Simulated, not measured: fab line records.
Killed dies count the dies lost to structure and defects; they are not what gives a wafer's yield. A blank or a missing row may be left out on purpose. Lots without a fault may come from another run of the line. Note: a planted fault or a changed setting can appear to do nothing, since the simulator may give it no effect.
fab line records	flow n5Finfet
record: lots: 5	wafers: 15	lastDay: 17
route steps=1938 shown BEOL_M0_CUTY@708 BEOL_M0@715 PASSIVATION@1936
lots untouched by any fault: they come from a run of this same line in which no faults occurred
startH: hours from the record's opening day to when the first of the lot's shown wafers began	waitH: time in hours since the lot's previous step	" same as the row above	L1.1+2: a row that stands for several wafers	- no value, or no start given	* or withheld: withheld	< > ~ a bound
route shown NAME@n: names a module that has steps shown in the file, with the first one's number in the route	usual: the fault-free wafers' mean and standard deviation	same: alike in all rows	chamber/n: place in a boat	sites: readings site by site	_std_site: standard deviation across them	_edge_site: mean of outer sites minus mean of inner sites	radiusMm: for every site, how far away it sits from the centre of the wafer	mask NAME#n: copy n	behind: the last tool/chamber to shape the wafer	hold: why the lot was held/for how many hours/how that ended	device: names the non-switching transistor (n, p or np)	end of line: the route-end tests of the same wafers	a step without rows: its recipe alone	killed: dies that structure and defects cost at the first sort, which is not the same as the wafer's yield	map: a wafer's dies, marking killed ones x, the rest . and places with no die _
set.NAME: the run value of the setting; set.NAME@STEP: its run value at that earlier step	model.NAME: the simulator's own value behind a step, which no gauge read
a table for each step, a row for each wafer; lots at some steps of the route
services: when a tool's chamber went out of use (startH, in hours from the record's first day, below 0 if earlier), for how many hours, and the reason
== steps ==
step: N5_BEOL_M0_CUTY_CD_MEAS_57
recipe: targetCdNm: 200	landingEnergyEv: 500	detector: seInlens	polarity: line
usual: cdNm: 200.0/1.1
lot.wafer	tool	chamber	startH	waitH	cdNm
L162.1	cdSem-02	0	158.16	-	200.6
L162.2	"	0	"	"	201.5
L162.4	"	0	"	"	199.1
L164.1	cdSem-03	0	166.19	-	200.2
L164.3	"	0	"	"	199.2
L164.4	"	0	"	"	199.1
L168.2	cdSem-02	0	194.74	-	199.5
L168.5	"	0	"	"	199.5
L168.6	"	0	"	"	199.2
L175.1	cdSem-01	0	237.85	-	200.5
L175.2	"	0	"	"	201.0
L175.4	"	0	"	"	200.3
L178.1	cdSem-03	0	252.68	-	200.2
L178.2	"	0	"	"	199.3
L178.6	"	0	"	"	198.7
step: N5_BEOL_M0_CUTY_OVL_MEAS_58
recipe: pointsPerWafer: 44
usual: M0_ABLK_OVL: 0.1/0.64
lot.wafer	tool	chamber	startH	waitH	M0_ABLK_OVL[nm]
L162.1	overlay-01	0	158.19	0.0	0.0
L162.2	"	0	"	"	0.7
L162.4	"	0	"	"	0.4
L164.1	overlay-02	0	166.22	0.0	-0.2
L164.3	"	0	"	"	-0.4
L164.4	"	0	"	"	0.8
L168.2	overlay-02	0	194.77	0.0	0.3
L168.5	"	0	"	"	0.3
L168.6	"	0	"	"	1.0
L175.1	overlay-02	0	237.88	0.0	0.8
L175.2	"	0	"	"	-0.2
L175.4	"	0	"	"	0.6
L178.1	overlay-02	0	252.71	0.0	1.8
L178.2	"	0	"	"	0.5
L178.6	"	0	"	"	0.5
step: N5_BEOL_M0_CUTY_INSPECT_59
recipe: mode: adi	inspectInstrument: macro
usual: rawDefectCount: 2.2/1.4
lot.wafer	tool	chamber	startH	waitH	rawDefectCount
L162.1	defectInspect-01	-	158.21	0.0	1
L162.2	"	-	"	"	1
L162.4	"	-	"	"	6
L164.1	defectInspect-01	-	166.25	0.0	2
L164.3	"	-	"	"	2
L164.4	"	-	"	"	3
L168.2	defectInspect-02	-	194.79	0.0	2
L168.5	"	-	"	"	2
L168.6	"	-	"	"	1
L175.1	defectInspect-02	-	237.90	0.0	2
L175.2	"	-	"	"	0
L175.4	"	-	"	"	4
L178.1	defectInspect-02	-	252.73	0.0	2
L178.2	"	-	"	"	2
L178.6	"	-	"	"	3
step: N5_BEOL_M0_CUTY_DESCUM_61
recipe: chemistry: O2	timeS: 7.9	sourcePowerW: 50	biasPowerW: 20	pressureMtorr: 20	rfFrequencyHz: 2.712e+07	tempC: 40	resist: CAR-ArF-block	o2FlowSccm: 225
step: N5_BEOL_M0_CUTY_ETCH_62
recipe: chemistry: CF4	target: SiARC	maskMaterial: CAR-ArF-block	timeS: 58.5	ionEnergyEv: 80	pressureMtorr: 40	sourceW: 545	biasW: 36	Ar_flow_sccm: 100	cf4FlowSccm: 100	ends: cleared
step: N5_BEOL_M0_CUTY_ETCH_63
recipe: chemistry: N2/H2	target: SOC	targetDepthA: 827	overetchA: 165	maskMaterial: SiARC	tempC: 40	ionEnergyEv: 200	timeS: 124	pressureMtorr: 30	sourceW: 840	biasW: 150	n2FlowSccm: 200	h2FlowSccm: 200
step: N5_BEOL_M0_CUTY_STRIP_64
recipe: chemistry: N2/H2	tempC: 40	n2FlowSccm: 200	h2FlowSccm: 200	rfFrequencyHz: 6e+07
step: N5_BEOL_M0_ETCH_138
recipe: chemistry: CH3F/O2	targetDepthA: 120	target: SiCN	timeS: 31.6	ionEnergyEv: 120	pressureMtorr: 30	sourceW: 395	biasW: 75	Ar_flow_sccm: 150	CH3F_flow_sccm: 30	O2_flow_sccm: 20	ends: cleared
step: N5_BEOL_M0_HM_OPEN_105
recipe: chemistry: Cl2/BCl3	targetDepthA: 120	target: TiN	ionEnergyEv: 150	pressureMtorr: 10	icpW: 1000	biasW: 126	Cl2_flow_sccm: 53.25	bcl3FlowSccm: 21.75	Ar_flow_sccm: 25
step: N5_BEOL_M0_STRIP_140
recipe: chemistry: CF4	resist: SiARC	powerW: 300	biasPowerW: 75	pressureMtorr: 50	cf4FlowSccm: 150	rfFrequencyHz: 6e+07
usual: drypumpMotorCurrentA: 5.6/0.42	oesProductAu: 0.79/0.082	rfVppV: 271.4/1.7	showerheadPlenumPTorr: 1.80/0.057	throttleValvePct: 13.59/0.25
lot.wafer	tool	chamber	startH	waitH	drypumpMotorCurrentA	oesProductAu	rfHoursCounterH	rfVppV	showerheadPlenumPTorr	throttleValvePct
L162.1	rieDiel-02	3	160.35	0.3	5.1	0.84	50	272.1	1.83	13.45
L162.2	"	1	"	"	6.2	0.75	115	273.6	1.81	13.68
L162.4	"	2	"	"	5.8	0.86	37	271.2	1.74	13.42
L164.1	rieDiel-06	1	166.91	0.3	5.3	0.69	199	272.5	1.84	13.87
L164.3	"	2	"	"	5.4	0.92	22	272.8	1.90	13.14
L164.4	"	3	"	"	4.9	0.91	15	270.5	1.76	13.66
L168.2	rieDiel-06	3	195.92	0.1	4.9	0.89	21	269.5	1.76	13.66
L168.5	"	2	"	"	5.4	0.90	-	274.0	1.90	13.13
L168.6	"	3	"	"	4.9	0.89	-	269.4	1.76	13.65
L175.1	rieDiel-02	0	238.41	0.1	5.2	0.87	45	270.5	1.74	13.36
L175.2	"	1	"	"	6.1	0.74	146	271.6	1.80	13.76
L175.4	"	3	"	"	5.1	0.79	80	271.8	1.82	13.54
L178.1	rieDiel-03	0	253.95	0.3	5.4	0.94	8	271.3	1.91	13.24
L178.2	"	3	"	"	6.2	0.78	112	273.0	1.82	13.52
L178.6	"	0	"	"	5.4	0.94	-	275.0	1.91	13.22
step: N5_BEOL_M0_STRIP_104
recipe: chemistry: N2/H2	powerW: 450	tempC: 40	pressureMtorr: 20	rfFrequencyHz: 6e+07	overashFraction: 0.3	biasPowerW: 7	h2Frac: 0.5	n2FlowSccm: 200	h2FlowSccm: 200
step: N5_BEOL_M0_WET_ETCH_106
recipe: chemistry: DHF	dilution: 10:1	tempC: 25	target: SiO2	targetDepthA: 1300	dry: ipaMarangoni	rinseTimeS: 30	rinseTempC: 23
step: N5_BEOL_M0_ETCH_128
recipe: chemistry: CF4/N2	targetDepthA: 120	overetchA: 51	target: SiCN	timeS: 21.4	ionEnergyEv: 150	pressureMtorr: 40	sourceW: 430	biasW: 70	Ar_flow_sccm: 100	cf4FlowSccm: 60	n2FlowSccm: 60
usual: drypumpMotorCurrentA: 5.5/0.42	oesProductAu: 0.56/0.063	rfVppV: 382.5/1.9	showerheadPlenumPTorr: 2.22/0.071	throttleValvePct: 15.42/0.23
lot.wafer	tool	chamber	startH	waitH	drypumpMotorCurrentA	oesProductAu	rfHoursCounterH	rfVppV	showerheadPlenumPTorr	throttleValvePct
L162.1	rieDiel-02	3	160.50	0.0	5.1	0.57	50	383.6	2.25	15.34
L162.2	"	2	"	"	5.7	0.61	37	381.2	2.15	15.36
L162.4	"	1	"	"	6.2	0.53	115	382.0	2.22	15.50
L164.1	rieDiel-06	0	167.05	0.0	5.8	0.50	213	382.5	2.18	15.41
L164.3	"	2	"	"	5.4	0.63	22	385.8	2.34	14.99
L164.4	"	1	"	"	5.4	0.49	199	382.7	2.28	15.76
L168.2	rieDiel-06	2	196.08	0.0	5.3	0.64	27	386.4	2.34	15.00
L168.5	"	3	"	"	4.9	0.62	-	382.1	2.16	15.48
L168.6	"	2	"	"	5.4	0.63	-	385.3	2.34	15.01
L175.1	rieDiel-06	0	238.56	0.0	5.8	0.48	234	383.5	2.18	15.44
L175.2	"	3	"	"	4.9	0.60	36	380.8	2.15	15.52
L175.4	"	1	"	"	5.3	0.49	218	383.9	2.27	15.80
L178.1	rieDiel-02	3	255.70	1.6	5.0	0.55	87	384.1	2.23	15.40
L178.2	"	1	"	"	6.2	0.50	154	382.4	2.21	15.59
L178.6	"	0	"	"	5.2	0.61	-	380.9	2.16	15.33
step: N5_BEOL_M0_TRENCH_ETCH_107
recipe: chemistry: C4F6/O2	targetDepthA: 328	target: SiOC	timeS: 16.4	ionEnergyEv: 250	pressureMtorr: 30	sourceW: 355	biasW: 185	Ar_flow_sccm: 300	C4F6_flow_sccm: 10	O2_flow_sccm: 10
step: N5_BEOL_M0_STRIP_142
recipe: chemistry: N2/H2	timeS: 10	powerW: 450	tempC: 40	pressureMtorr: 20	rfFrequencyHz: 6e+07	biasPowerW: 7	n2FlowSccm: 200	h2FlowSccm: 200
step: N5_BEOL_M0_OCD_MEAS_108
usual: trenchDepthNm: 32.9/0.65
lot.wafer	tool	chamber	startH	waitH	trenchDepthNm
L162.1	ocd-01	-	160.64	0.1	34.1
L162.2	"	-	"	"	33.6
L162.4	"	-	"	"	33.0
L164.1	ocd-02	-	167.20	0.1	32.0
L164.3	"	-	"	"	32.7
L164.4	"	-	"	"	32.6
L168.2	ocd-01	-	196.24	0.1	32.5
L168.5	"	-	"	"	32.1
L168.6	"	-	"	"	32.6
L175.1	ocd-02	-	238.70	0.1	31.6
L175.2	"	-	"	"	32.3
L175.4	"	-	"	"	32.5
L178.1	ocd-01	-	255.85	0.1	32.7
L178.2	"	-	"	"	33.1
L178.6	"	-	"	"	33.1
step: N5_BEOL_M0_HM_STRIP_129
recipe: chemistry: peroxideTinStrip	material: TiN	targetDepthA: 170	tempC: 50	timeS: 108
step: N5_BEOL_M0_SRD_130
recipe: timeS: 30	tempC: 23	rinseLiquid: diw	dry: ipaMarangoni
step: N5_BEOL_M0_ETCH_109
recipe: chemistry: CH3F/O2	targetDepthA: 80	overetchA: 24	target: SiCN	timeS: 27.4	ionEnergyEv: 120	pressureMtorr: 30	sourceW: 395	biasW: 75	Ar_flow_sccm: 150	CH3F_flow_sccm: 30	O2_flow_sccm: 20
step: N5_BEOL_M0_STRIP_139
recipe: chemistry: postEtchResidueRemover	timeS: 60	tempC: 25	removerPh: withheld	removerWaterWtPct: withheld	removerFluorideWtPct: withheld
step: N5_BEOL_M0_SRD_111
recipe: timeS: 30	tempC: 23	rinseLiquid: diw	dry: ipaMarangoni
step: N5_BEOL_M0_DEGAS_112
recipe: ambient: vacuum	tempC: 250	timeS: 60
step: N5_BEOL_M0_PRE_CLEAN_113
recipe: gas: H2/He	timeS: 30	tempC: 250
step: N5_BEOL_M0_ALD_136
recipe: material: TaN	targetThkA: *	tempC: 275	aldPrecursorFamily: PDMAT	aldCoReactant: NH3	pressureTorr: 3	carrierFlowSccm: 1500	pulseTimeS: 2	purgeTimeS: 3	coReactantPurgeTimeS: 2	coReactantPulseTimeS: 3	aldCycles: 30	precursorVesselTempC: 75	precursorVesselPressureTorr: 26.25	precursorVesselCarrierSccm: 1000
step: N5_BEOL_M0_SURFACE_TREAT_137
recipe: gas: Ar	timeS: *	ionEnergyEv: *	ionCurrentMaCm2: 0.5	pressureMtorr: *	arFlowSccm: 30
step: N5_BEOL_M0_CVD_115
recipe: material: Co	targetThkA: *	tempC: withheld	precursor: CCTBA/H2	pressureTorr: 30	timeS: 120
step: N5_BEOL_M0_SPUTTER_116
recipe: material: Cu	targetThkA: 40	tempC: -20	chamberPressurePa: 0.07	powerW: withheld	timeS: 7.37
usual: chamberPressurePa: 0.07001/0.00015	susceptorTempC: -20.01/0.096	throttleValvePct: 30.3/1
lot.wafer	tool	chamber	startH	waitH	chamberPressurePa	susceptorTempC	throttleValvePct
L162.1	pvdSputter-01	-	163.61	1.8	0.06976	-19.98	30.8
L162.2	"	-	"	"	0.07016	-19.85	30.3
L162.4	"	-	"	"	0.0699	-19.97	33.3
L164.1	pvdSputter-03	-	168.04	0.1	0.0698	-19.95	29.6
L164.3	"	-	"	"	0.07006	-20.03	30.5
L164.4	"	-	"	"	0.07	-19.90	29.0
L168.2	pvdSputter-03	-	197.09	0.1	0.07021	-19.98	29.0
L168.5	"	-	"	"	0.07004	-19.93	30.2
L168.6	"	-	"	"	0.07003	-20.00	29.9
L175.1	pvdSputter-02	-	240.85	0.1	0.07003	-20.01	29.1
L175.2	"	-	"	"	0.0699	-19.88	30.0
L175.4	"	-	"	"	0.06993	-19.97	30.4
L178.1	pvdSputter-03	-	258.33	0.1	0.06991	-19.95	30.4
L178.2	"	-	"	"	0.06946	-19.84	30.0
L178.6	"	-	"	"	0.06986	-20.13	28.9
step: N5_BEOL_M0_ANNEAL_117
recipe: tempC: 400	timeS: 60	ambient: vacuum
step: N5_BEOL_M0_SPUTTER_132
recipe: material: Cu	targetThkA: 40	tempC: -20	chamberPressurePa: 0.07	powerW: withheld	timeS: 7.37
step: N5_BEOL_M0_ANNEAL_133
recipe: tempC: 400	timeS: 60	ambient: vacuum
step: N5_BEOL_M0_SPUTTER_134
recipe: material: Cu	targetThkA: 40	tempC: -20	chamberPressurePa: 0.07	powerW: withheld	timeS: 7.37
step: N5_BEOL_M0_ANNEAL_135
recipe: tempC: 400	timeS: 60	ambient: vacuum
step: N5_BEOL_M0_SPUTTER_141
recipe: material: Cu	targetThkA: 40	tempC: -20	chamberPressurePa: 0.07	powerW: withheld	timeS: 7.37
usual: chamberPressurePa: 0.06999/0.00016	susceptorTempC: -20.01/0.11	throttleValvePct: 30.3/1.1
lot.wafer	tool	chamber	startH	waitH	chamberPressurePa	susceptorTempC	throttleValvePct
L162.1	pvdSputter-01	-	163.97	0.0	0.06994	-19.87	30.6
L162.2	"	-	"	"	0.06993	-19.89	30.2
L162.4	"	-	"	"	0.07007	-19.90	32.8
L164.1	pvdSputter-03	-	168.40	0.0	0.06989	-20.34	29.8
L164.3	"	-	"	"	0.07005	-20.00	29.9
L164.4	"	-	"	"	0.07014	-19.92	29.1
L168.2	pvdSputter-03	-	197.45	0.0	0.06995	-20.03	29.1
L168.5	"	-	"	"	0.06993	-19.99	30.3
L168.6	"	-	"	"	0.07032	-19.98	29.7
L175.1	pvdSputter-02	-	241.21	0.0	0.07	-19.94	29.3
L175.2	"	-	"	"	0.06994	-19.81	29.8
L175.4	"	-	"	"	0.06991	-20.11	30.4
L178.1	pvdSputter-03	-	258.69	0.0	0.0701	-20.10	30.1
L178.2	"	-	"	"	0.06992	-20.06	30.1
L178.6	"	-	"	"	0.06985	-20.00	29.0
step: N5_BEOL_M0_ECD_118
recipe: material: Cu	targetThkA: 3000
step: N5_BEOL_M0_ANNEAL_119
recipe: tempC: 225	timeS: 90	ambient: N2
usual: wafer_temp_C_max: 226.6/0.33
lot.wafer	tool	chamber	startH	waitH	wafer_temp_C_max
L162.1	rtpAnneal-01	0	167.65	2.7	226.8
L162.2	"	0	"	"	226.3
L162.4	"	0	"	"	226.9
L164.1	rtpAnneal-01	0	169.36	0.8	226.6
L164.3	"	0	"	"	227.4
L164.4	"	0	"	"	227.3
L168.2	rtpAnneal-01	0	198.16	0.6	226.9
L168.5	"	0	"	"	227.0
L168.6	"	0	"	"	226.7
L175.1	rtpAnneal-02	0	241.41	0.1	226.2
L175.2	"	0	"	"	226.4
L175.4	"	0	"	"	226.1
L178.1	rtpAnneal-02	0	258.88	0.1	226.5
L178.2	"	0	"	"	226.8
L178.6	"	0	"	"	226.8
step: N5_BEOL_M0_CMP_120
recipe: stopOn: SiOC	tOverpolishS: 6.9	downForcePsi: 1	platenRpm: 50	clearingPlatenDownForcePsi: 1.5	clearingPlatenRpm: 50	postCmpClean: cuAlkaline	clearingPlatenPadVelocityMS: 0.99484	padVelocityMS: 0.99484
step: N5_BEOL_M0_PRE_CLEAN_131
recipe: gas: NH3/H2	timeS: 15	tempC: *	rfPowerW: 300
step: N5_BEOL_M0_CO_CAP_123
recipe: material: Co	targetThkA: 20	tempC: 200	precursor: CCTBA/H2	pressureTorr: 30	timeS: 102.1
step: N5_BEOL_M0_PRE_CLEAN_124
recipe: gas: NH3	timeS: 15	tempC: withheld	rfPowerW: 300
step: N5_BEOL_M0_DEP_125
recipe: material: SiCN	targetThkA: 80	tempC: withheld	precursor: 3MS/NH3	pressureTorr: 3	rfW: 202	timeS: 14
usual: showerheadPlenumPTorr: 3.654/0.014	throttleValvePct: 9.1/0.5
lot.wafer	tool	chamber	startH	waitH	showerheadPlenumPTorr	throttleValvePct
L162.1	pecvd-01	2	168.45	0.0	3.636	8.4
L162.2	"	1	"	"	3.681	8.5
L162.4	"	0	"	"	3.657	10.0
L164.1	pecvd-02	0	170.23	0.0	3.649	8.9
L164.3	"	1	"	"	3.667	8.9
L164.4	"	0	"	"	3.643	8.9
L168.2	pecvd-02	2	198.92	0.0	3.671	9.6
L168.5	"	0	"	"	3.639	8.7
L168.6	"	2	"	"	3.679	9.4
L175.1	pecvd-04	1	242.72	0.0	3.644	9.8
L175.2	"	2	"	"	3.655	8.7
L175.4	"	2	"	"	3.657	8.6
L178.1	pecvd-01	1	259.67	0.0	3.684	8.9
L178.2	"	2	"	"	3.638	8.2
L178.6	"	0	"	"	3.651	9.6
step: N5_BEOL_M0_RS_MEAS_126
recipe: thkMeasGauge: four-point-probe	reads: Co_of_BEOL_M0_CO_CAP_123+Cu_of_BEOL_M0_ECD_118+Co_of_BEOL_M0_CVD_115+TaN_of_BEOL_M0_ALD_136
usual: M0_RS: 0.535/0.02
lot.wafer	tool	chamber	startH	waitH	M0_RS[ohm/sq]
L162.1	filmMetro-01	-	168.53	0.1	0.561
L162.2	"	-	"	"	0.538
L162.4	"	-	"	"	0.530
L164.1	filmMetro-02	-	170.31	0.1	0.593
L164.3	"	-	"	"	0.567
L164.4	"	-	"	"	0.552
L168.2	filmMetro-02	-	199.00	0.1	0.523
L168.5	"	-	"	"	0.503
L168.6	"	-	"	"	0.528
L175.1	filmMetro-02	-	242.79	0.0	0.529
L175.2	"	-	"	"	0.544
L175.4	"	-	"	"	0.522
L178.1	filmMetro-02	-	259.73	0.0	0.538
L178.2	"	-	"	"	0.558
L178.6	"	-	"	"	0.541
step: N5_PASSIVATION_PROBE_49
usual: defectLimitedYield: 91.0/1.4	killed_at_M0_to_M3: 35/10	killed_at_M4_up: 13/6	killedAtContacts: 13/6.4	killedAtFrontEnd: 42/12	killedAtOther: 3.2/2.4	killedDies: 107/17	killedOpen: 69/13	killedShort: 33/7.3	sort_bin_5_function: 5.3/0.92	sort_bin_6_memory: 3.3/0.66	sortNPass: 1073/17	sortYieldPct: 90.9/1.4
same: grossDies: 1180	killedAtBackSide: 0	sort_bin_4_leakage[%]: 0	sort_bin_8_speed[%]: 0
lot.wafer	tool	chamber	startH	waitH	defectLimitedYield[%]	killed_at_M0_to_M3	killed_at_M4_up	killedAtContacts	killedAtFrontEnd	killedAtOther	killedDies	killedOpen	killedShort	sort_bin_5_function[%]	sort_bin_6_memory[%]	sortNPass	sortYieldPct[%]
L162.2	prober-02	-	317.73	0.1	78.1	182	16	18	39	4	259	83	31	14.0	4.7	921	78.1
L164.1	prober-02	-	319.16	0.0	89.8	43	10	16	49	2	120	83	32	6.4	3.4	1060	89.8
L164.3	prober-02	-	319.26	0.1	90.5	40	18	7	42	5	112	71	35	5.1	3.8	1068	90.5
L164.4	prober-02	-	319.31	0.2	91.3	27	12	14	47	3	103	67	31	4.9	3.7	1077	91.3
L168.2	prober-02	-	369.31	0.4	90.8	22	31	14	38	4	109	70	33	4.7	3.9	1071	90.8
L168.5	prober-02	-	369.46	0.5	88.6	37	27	23	42	6	135	91	37	6.4	4.5	1045	88.6
L168.6	prober-02	-	369.51	0.6	92.2	31	17	8	36	0	92	63	25	4.8	2.9	1088	92.2
killed by level:class
L162.2 BEOL_M0:unspecified=136 MOL_CONTACT_COAG:geometricParticle:open=13 BEOL_M0_SAQP:geometricParticle:open=11 STI_FIN_REVEAL:geometricParticle:open=10 BEOL_M0_SAQP:geometricParticle:short=10 BEOL_M1:geometricParticle:open=9 BEOL_M4:geometricParticle:open=8 FIN_SAQP:geometricParticle:open=7
L164.1 MOL_CONTACT_COAG:geometricParticle:open=16 STI_FIN_REVEAL:geometricParticle:open=15 BEOL_M3:geometricParticle:open=12 FIN_SAQP:geometricParticle:short=8 BEOL_M1:geometricParticle:open=8 BEOL_M0_SAQP:geometricParticle:short=6 GATE_CUT:geometricParticle:short=6 GATE_CUT:geometricParticle:open=6
L164.3 STI_FIN_REVEAL:geometricParticle:open=9 BEOL_M2:geometricParticle:open=9 BEOL_M0_SAQP:geometricParticle:open=8 FIN_SAQP:geometricParticle:short=7 GATE_CUT:geometricParticle:short=7 BEOL_M0_SAQP:geometricParticle:short=7 MOL_CONTACT_COAG:geometricParticle:open=6 BEOL_M3:geometricParticle:open=6
L164.4 STI_FIN_REVEAL:geometricParticle:open=13 MOL_CONTACT_COAG:geometricParticle:open=10 FIN_SAQP:geometricParticle:short=8 BEOL_M2:geometricParticle:open=8 FIN_SAQP:geometricParticle:open=6 GATE_CUT:geometricParticle:open=6 BEOL_M0_SAQP:geometricParticle:short=6 DUMMY_GATE:geometricParticle:open=4
L168.2 STI_FIN_REVEAL:geometricParticle:open=17 MOL_CONTACT_COAG:geometricParticle:open=12 BEOL_M4:geometricParticle:open=9 BEOL_M3:geometricParticle:short=6 STI_FIN_REVEAL:geometricParticle:short=5 BEOL_M3:geometricParticle:open=5 BEOL_M5:geometricParticle:open=4 BEOL_M6:geometricParticle:open=4
L168.5 STI_FIN_REVEAL:geometricParticle:open=22 MOL_CONTACT_COAG:geometricParticle:open=16 BEOL_M4:geometricParticle:open=12 BEOL_M0_SAQP:geometricParticle:open=10 FIN_SAQP:geometricParticle:short=7 MOL_CONTACT_COAG:geometricParticle:short=7 BEOL_M3:geometricParticle:open=7 BEOL_M4:geometricParticle:short=4
L168.6 STI_FIN_REVEAL:geometricParticle:open=13 BEOL_M4:geometricParticle:open=13 MOL_CONTACT_COAG:geometricParticle:open=7 BEOL_M2:geometricParticle:open=7 DUMMY_GATE:geometricParticle:open=5 BEOL_M0_SAQP:geometricParticle:open=5 BEOL_M1:geometricParticle:open=5 STI_FIN_REVEAL:geometricParticle:short=4
map L162.2 (x killed, . not)
_________________x..........x________________
______________.xx..............._____________
___________.........x.......x...x..__________
__________..........x...x......x...._________
________..............x..x...x........_______
_______........xx......................______
______................x................._____
_____...x......xx..xx............x.....x.____
____.........xxx....x......x..............___
___....x..x.xxxxxxxx.xx......x.x..........x__
___.......xxxxxxxxxxx....................x.__
__..x.x...xxxxxxxxxxxx.x...................._
__.x.....xxxxxxxxxxxxxx.x...x.....x........._
_...x.x...xxxxxxxxxxxxx.x....................
_..x.x...x.xxxxxxxxxxxxxx.....x......xxx.....
_...x....xxxxxxxxxxxxxx.x....................
_.x......xxxxxxxxxxxxx.....xxx...............
_....x.....xxxxxxxxx.x..xx.x..x.........x....
_.........xxxxxxxxxxxx.x............x........
_.........xxx.x.x....x.......xx.............x
_................x.xx.x......x..x..........x.
__....x..xx.xxxxxxx........................._
__......x....x.......x......x..x.........x.._
___.....x...............................x.x__
___...........x.....x......x.......xx......__
____.......x.............x..x....xxx.x....___
_____x...........x...x...................____
______.x........x.xxx.x...x........x.x.._____
_______x...............x.....x.........______
________.........x..........x........._______
__________...........x..........x..x_________
___________.............x..........__________
______________.......x.x.x......_____________
_________________............________________
map L178.1 (x killed, . not)
_________________..x.......x.________________
______________xx............x..._____________
___________.........x...x.x......x.__________
__________....x.x......x............_________
________........x.....x............x.x_______
_______.......x........................______
______........x....x...x............x..x_____
_____.....xx.x.......................x...____
____..x....................x.x...........x___
___..x...........x...................x.....__
___....................x.....x............x__
__x.........xx................x...x....x...._
__.......x...xxx......x....x...x...........x_
_......x..x...x.x......................x...x.
_....x.x...x..............x........x.........
_..........x.....x...x.............xx..x.....
_........x.x...........x.xxxxx...............
_...........x..........x......x..........x...
_......x............x...............xx.......
_......x.........................x...x.x.....
_................x..............x............
__.............x............................_
__.x..x...x....x..............x...x.x....x.._
___x....x................x.................__
___...........x....xx..x.............x.....__
____.....................x.xx..x..........___
_____....x...x........x...........xx.....____
______.............xx......xx....x......_____
_______...x.x.....xx..x................______
________......x..............x......xx_______
__________.x.....x...........x.....x_________
___________......x..x.x...xxx......__________
______________...........x.....x_____________
_________________....x.......________________
== services ==
tool	chamber	startH	hours	kind
pvdSputter-03	-	136.53	4.5	repair
pecvd-04	-	143.82	1.3	repair
pecvd-02	-	146.03	14.6	pm
pecvd-04	-	147.50	1.4	repair
rtpAnneal-02	-	159.76	6.4	pm
pecvd-02	2	170.10	5.5	scheduledDown
pecvd-01	1	171.12	15.5	repair
rieDiel-06	-	178.23	14.6	pm
pecvd-02	1	181.32	2.1	scheduledDown
pecvd-01	-	202.24	14.6	pm
pecvd-02	2	209.74	-	clean
pecvd-02	2	209.74	-	consumableReplace:showerhead
pecvd-02	2	209.74	29.0	scheduledDown
pecvd-02	2	209.74	29.0	ventCycle
rieDiel-06	2	210.88	4.2	repair
rieDiel-03	0	221.15	-	clean
rieDiel-03	0	221.15	-	consumableReplace:focusRing
rieDiel-03	0	221.15	-	consumableReplace:showerhead
rieDiel-03	0	221.15	18.5	scheduledDown
pecvd-01	-	229.03	2.8	pm
pecvd-04	-	245.96	0.8	repair
rieDiel-06	-	246.45	15.6	pm
pecvd-01	-	249.04	1.0	repair
pecvd-02	2	256.52	2.1	scheduledDown
== key ==
firstSign: step: N5_PASSIVATION_PROBE_49	reading: killed_at_M0_to_M3	direction: up	sigmas: 14	usual: 35	struck: 182
effect: step: N5_PASSIVATION_PROBE_49	reading: killedDies	direction: up	sigmas: 9.2	usual: 107	struck: 259
moreKillsBornAt: N5_BEOL_M0_ETCH_128@rieDiel-02: 136
metAt N5_BEOL_M0_ETCH_128
struckWafers L162.2
fault: kind: chamberParticleSource	tool: rieDiel-02	chamber: 2	onsetH: 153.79	steps: N5_BEOL_M0_ETCH_128	ratePerVisitCm2: 1.3004	endH: 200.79
